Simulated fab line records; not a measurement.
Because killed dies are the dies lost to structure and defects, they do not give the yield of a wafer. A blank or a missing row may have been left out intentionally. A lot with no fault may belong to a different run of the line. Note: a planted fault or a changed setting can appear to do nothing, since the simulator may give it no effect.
The same fault as seen by 2 desks + flow nandHarc + every desk sees just its own numbers, and what lay behind them comes last

## THE METROLOGY DESK
What the gauges read, lot by lot, whatever tool the lot ran on: means of the sampled wafers that have a number. Any lot whose mean is over 4 standard deviations away from the usual mean is out of limits and marked OUT; that distance is given in the brackets.
Columns: A = cdNm at NHARC_P_GATE_CD_MEAS_33, usual 120.1 nm; B = cdNm at NHARC_P_GATE_CD_MEAS_59, usual 720.0 nm
| lot  | first seen here | A     | B     |
|------|-----------------|-------|-------|
| L919 | day 5 01:52     | 121.6 | 721.0 |
| L920 | day 5 10:27     | 120.7 | 718.6 |
| L921 | day 5 23:11     | 118.7 | 719.6 |
| L925 | day 7 16:04     | 120.5 | 720.7 |
| L926 | day 7 21:16     | 120.1 | 721.3 |
| L927 | day 8 16:07     | 118.7 | 719.3 |
| L932 | day 10 07:57    | 118.4 | 721.6 |
| L933 | day 11 04:17    | 120.4 | 718.7 |
| L935 | day 11 17:02    | 120.7 | 721.2 |
| L938 | day 12 21:22    | 119.7 | 719.9 |
| L939 | day 13 08:36    | 121.3 | 718.7 |
| L941 | day 14 05:02    | 120.6 | 720.6 |
| L942 | day 14 19:14    | 120.0 | 719.0 |
This desk found nothing out of limits on any of the 13 lots.

## THE TOOL OWNER'S DESK: plasmaAsher-02
The tool's own readings at NHARC_P_GATE_STRIP_76 (strips in O2): means of the sampled wafers that have a number, for each lot that ran on this tool. Any lot whose mean is over 4 standard deviations away from the usual mean is out of limits and marked OUT; that distance is given in the brackets.
Columns: A = drypumpMotorCurrentA at NHARC_P_GATE_STRIP_76, usual 5.6 A; B = heaterPowerW at NHARC_P_GATE_STRIP_76, usual 313 W
| lot  | first seen here | A   | B   |
|------|-----------------|-----|-----|
| L932 | day 10 21:20    | 5.7 | 276 |
| L933 | day 11 18:37    | 6.2 | 268 |
| L938 | day 13 12:59    | 5.8 | 288 |
| L939 | day 14 01:38    | 5.3 | 304 |
| L941 | day 14 20:40    | 5.8 | 289 |
| L942 | day 15 13:48    | 5.3 | 302 |
This desk found nothing out of limits on any of the 6 lots.

## BROUGHT TOGETHER
The metrology desk saw nothing out of limits.
The tool owner's desk saw nothing out of limits.

## WHAT THE SIMULATOR HAD PUT IN
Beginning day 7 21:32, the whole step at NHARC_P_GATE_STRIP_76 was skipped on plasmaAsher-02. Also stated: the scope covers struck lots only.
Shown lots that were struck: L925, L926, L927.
